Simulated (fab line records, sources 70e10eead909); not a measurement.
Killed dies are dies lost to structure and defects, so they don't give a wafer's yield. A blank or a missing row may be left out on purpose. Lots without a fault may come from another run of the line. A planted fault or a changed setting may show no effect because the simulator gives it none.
Chamber matching | flow nand_harc | NHARC_A_STAIRCASE_TRIM_12 on rie_diel-07: 4 sister chambers
The step chemistry O2, time 211.2 s. 18 wafers are shown with their chamber, then 9 later ones without.

WAFERS WITH THEIR CHAMBER
wafer  | chamber | showerhead_plenum_p_Torr (Torr) | drypump_motor_current_A (A) | oes_product_au (a.u.)
L074.2 | 1       | 3.61                            | 6.1                         | 0.992
L074.5 | 3       | 3.66                            | 6.3                         | 1.004
L074.6 | 0       | 3.35                            | 5.6                         | 0.994
L078.1 | 1       | 3.61                            | 6.1                         | 1.009
L078.2 | 2       | 3.35                            | 6.0                         | 0.995
L078.5 | 2       | 3.35                            | 6.0                         | 1.007
L080.1 | 2       | 3.34                            | 6.0                         | 1.004
L080.4 | 3       | 3.64                            | 6.3                         | 1.002
L080.6 | 2       | 3.34                            | 5.9                         | 0.992
L082.1 | 0       | 3.34                            | 5.6                         | 0.988
L082.2 | 3       | 3.64                            | 6.3                         | 0.995
L082.4 | 2       | 3.34                            | 5.9                         | 0.978
L083.2 | 0       | 3.33                            | 5.5                         | 0.994
L083.3 | 1       | 3.60                            | 6.1                         | 0.992
L083.5 | 3       | 3.64                            | 6.3                         | 0.996
L089.2 | 3       | 3.63                            | 6.3                         | 1.016
L089.3 | 2       | 3.33                            | 6.0                         | 1.005
L089.4 | 1       | 3.59                            | 6.2                         | 1.009

SIGNATURES (means of the wafers above)
reading                  | chamber 0 | chamber 1 | chamber 2 | chamber 3 | scatter within a chamber
showerhead_plenum_p_Torr | 3.3400    | 3.6025    | 3.3417    | 3.6420    | 0.0094
drypump_motor_current_A  | 5.567     | 6.125     | 5.967     | 6.300     | 0.0443
oes_product_au           | 0.99200   | 1.00050   | 0.99683   | 1.00260   | 0.00925
Rule: a wafer's distance from a chamber is the root of the sum, over the readings, of the square of ((its reading less the chamber's mean) divided by the reading's scatter). The wafer belongs to the nearest chamber; if the next one is less than 2 further off, it can't be placed. The scatter: the root of (the sum of the squares of (reading less its chamber's mean) over the shown wafers, divided by (wafers less chambers)).

WAFERS WITHOUT THEIR CHAMBER
wafer  | showerhead_plenum_p_Torr (Torr) | drypump_motor_current_A (A) | oes_product_au (a.u.)
L092.1 | 3.59                            | 6.1                         | 1.007
L092.4 | 3.32                            | 6.0                         | 1.001
L092.5 | 3.63                            | 6.3                         | 1.012
L094.2 | 3.58                            | 6.1                         | 1.004
L094.3 | 3.62                            | 6.3                         | 1.004
L094.5 | 3.32                            | 6.0                         | 0.996
L095.3 | 3.32                            | 6.0                         | 1.006
L095.4 | 3.58                            | 6.1                         | 1.019
L095.5 | 3.31                            | 5.6                         | 0.990

WHICH CHAMBER EACH WENT THROUGH
wafer  | from the rows above | in truth
L092.1 | 1                   | 1
L092.4 | 2                   | 2
L092.5 | 3                   | 3
L094.2 | 1                   | 1
L094.3 | 3                   | 3
L094.5 | 2                   | 2
L095.3 | 2                   | 2
L095.4 | 1                   | 1
L095.5 | 0                   | 0
Placed correctly: 9 of 9. Can't be placed from these rows: 0. Placed wrongly: 0.
